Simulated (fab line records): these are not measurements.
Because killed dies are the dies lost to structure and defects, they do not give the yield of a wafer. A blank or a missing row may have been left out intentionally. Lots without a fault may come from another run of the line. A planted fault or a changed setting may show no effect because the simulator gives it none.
Chamber matching ; flow n5Finfet ; N5_SD_EPI_N_ETCHBACK_44 on rieDiel-05 has 4 sister chambers
The step etches SiNx in CH3F/O2, stops on SiO2, target depth 14.5 nm. 16 wafers are shown with their chamber, then 8 later ones without.

EACH WAFER AND ITS CHAMBER
wafer;chamber;drypumpMotorCurrentA (A);showerheadPlenumPTorr (Torr);throttleValvePct (%)
L074.3;2;5.7;2.01;16.17
L074.4;2;5.7;2.01;16.18
L074.5;3;5.5;2.09;16.24
L075.2;2;5.7;2.01;16.18
L075.4;3;5.5;2.09;16.25
L075.6;2;5.7;2.01;16.17
L078.1;3;5.5;2.09;16.25
L078.3;1;6.3;1.96;15.98
L078.4;0;6.1;2.02;16.31
L083.1;1;6.3;1.96;15.99
L083.5;0;6.1;2.02;16.33
L083.6;1;6.3;1.96;15.99
L088.3;2;5.7;2.00;16.24
L088.5;2;5.7;2.00;16.23
L088.6;3;5.4;2.08;16.29
L090.2;2;5.7;2.00;16.22

SIGNATURES (averages over the wafers above)
reading;chamber 0;chamber 1;chamber 2;chamber 3;scatter within a chamber
drypumpMotorCurrentA;6.100;6.300;5.700;5.475;0.025
showerheadPlenumPTorr;2.0200;1.9600;2.0057;2.0875;0.00453
throttleValvePct;16.3200;15.9867;16.1986;16.2575;0.0245
Rule: for each reading, subtract the chamber's mean from the wafer's reading, divide by that reading's scatter and square the result; add these up over the readings and take the root, which gives the wafer's distance from the chamber. If the next closest chamber is less than 2 further off than the closest, the wafer can't be placed; otherwise it belongs to the closest. The scatter: take each reading less its chamber's mean, square it, sum over the shown wafers, divide by the number of wafers less the number of chambers, and take the root.

WAFERS WHOSE CHAMBER IS MISSING
wafer;drypumpMotorCurrentA (A);showerheadPlenumPTorr (Torr);throttleValvePct (%)
L090.4;5.5;2.08;16.30
L090.5;5.7;2.00;16.23
L092.2;5.7;1.99;16.25
L092.3;6.2;2.01;16.40
L092.4;6.3;1.96;16.03
L093.3;6.3;1.95;16.05
L093.5;6.3;1.95;16.03
L093.6;5.7;1.99;16.25

WHICH CHAMBER EACH WENT THROUGH
wafer;from the rows above;in truth
L090.4;3;3
L090.5;2;2
L092.2;2;2
L092.3;0;0
L092.4;1;1
L093.3;1;1
L093.5;1;1
L093.6;2;2
Correct placement for 8 of the 8. Left unplaced by these rows: 0. 0 placed wrongly.
